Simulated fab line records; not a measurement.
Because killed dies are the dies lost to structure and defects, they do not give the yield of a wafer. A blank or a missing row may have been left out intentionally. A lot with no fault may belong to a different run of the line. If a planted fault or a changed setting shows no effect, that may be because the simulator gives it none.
Chamber matching -- flow nand harc -- NHARC_P_M1_DESCUM_14 on rie diel-03: 4 sister chambers
The step chemistry O2, time 3 s. 20 wafers are shown with their chamber, then 10 later ones without.

WAFERS WITH THEIR CHAMBER
wafer,chamber,oes product au (a.u.),rf vpp V (V),throttle valve pct (%)
L074.1,2,1.005,56.4,11.318
L074.4,0,1.021,58.0,11.305
L074.6,0,1.016,58.9,11.314
L078.2,2,1.011,57.6,11.310
L078.5,2,1.001,57.4,11.322
L078.6,1,0.998,57.9,11.322
L077.1,1,0.991,57.1,11.316
L077.2,3,1.007,59.2,11.298
L077.5,1,0.995,59.0,11.310
L081.2,2,1.003,58.0,11.309
L081.3,1,0.994,57.0,11.305
L081.6,1,0.993,57.1,11.304
L080.3,0,1.011,57.6,11.313
L080.4,1,1.002,56.1,11.286
L080.6,0,1.027,56.8,11.298
L083.1,2,0.990,57.6,11.303
L083.2,1,1.000,58.0,11.324
L083.6,0,1.001,57.6,11.307
L087.1,0,1.008,60.4,11.297
L087.3,2,1.001,58.0,11.314

SIGNATURES, as means of the wafers listed above
reading,chamber 0,chamber 1,chamber 2,chamber 3,scatter within a chamber
oes product au,1.01400,0.99614,1.00183,1.00700,0.00693
rf vpp V,58.217,57.457,57.500,59.200,0.967
throttle valve pct,11.30567,11.30957,11.31267,11.29800,0.00969
Rule: a wafer lies at a distance from a chamber equal to the root of the sum of squares, over the readings, of (its reading less the chamber's mean, divided by the reading's scatter). The wafer belongs to the nearest chamber; if the next one is less than 2 further off, it can't be placed. The scatter: take each reading less its chamber's mean, square it, sum over the shown wafers, divide by the number of wafers less the number of chambers, and take the root.

WAFERS MISSING THEIR CHAMBER
wafer,oes product au (a.u.),rf vpp V (V),throttle valve pct (%)
L087.4,0.994,57.1,11.326
L088.1,1.002,57.5,11.294
L088.3,1.008,58.8,11.310
L088.4,1.012,57.1,11.305
L094.1,1.008,56.8,11.320
L094.2,1.007,57.6,11.316
L094.5,1.005,59.7,11.311
L097.1,1.029,57.1,11.312
L097.3,1.014,57.0,11.314
L097.6,1.030,58.2,11.310

THE CHAMBER EACH PASSED THROUGH
wafer,from the rows above,in truth
L087.4,can't be placed: 1 or 2 or 0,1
L088.1,can't be placed: 1 or 2 or 3 or 0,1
L088.3,can't be placed: 0 or 3 or 2 or 1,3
L088.4,can't be placed: 0 or 2 or 1 or 3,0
L094.1,can't be placed: 2 or 1 or 0 or 3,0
L094.2,can't be placed: 2 or 0 or 1 or 3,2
L094.5,can't be placed: 3 or 0 or 2 or 1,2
L097.1,can't be placed: 0 or 2 or 3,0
L097.3,can't be placed: 0 or 2 or 1 or 3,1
L097.6,can't be placed: 0 or 3 or 2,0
Correctly placed: 0 of 10. These rows do not allow placing 10 (true chamber among the candidates in 10). 0 placed wrongly.
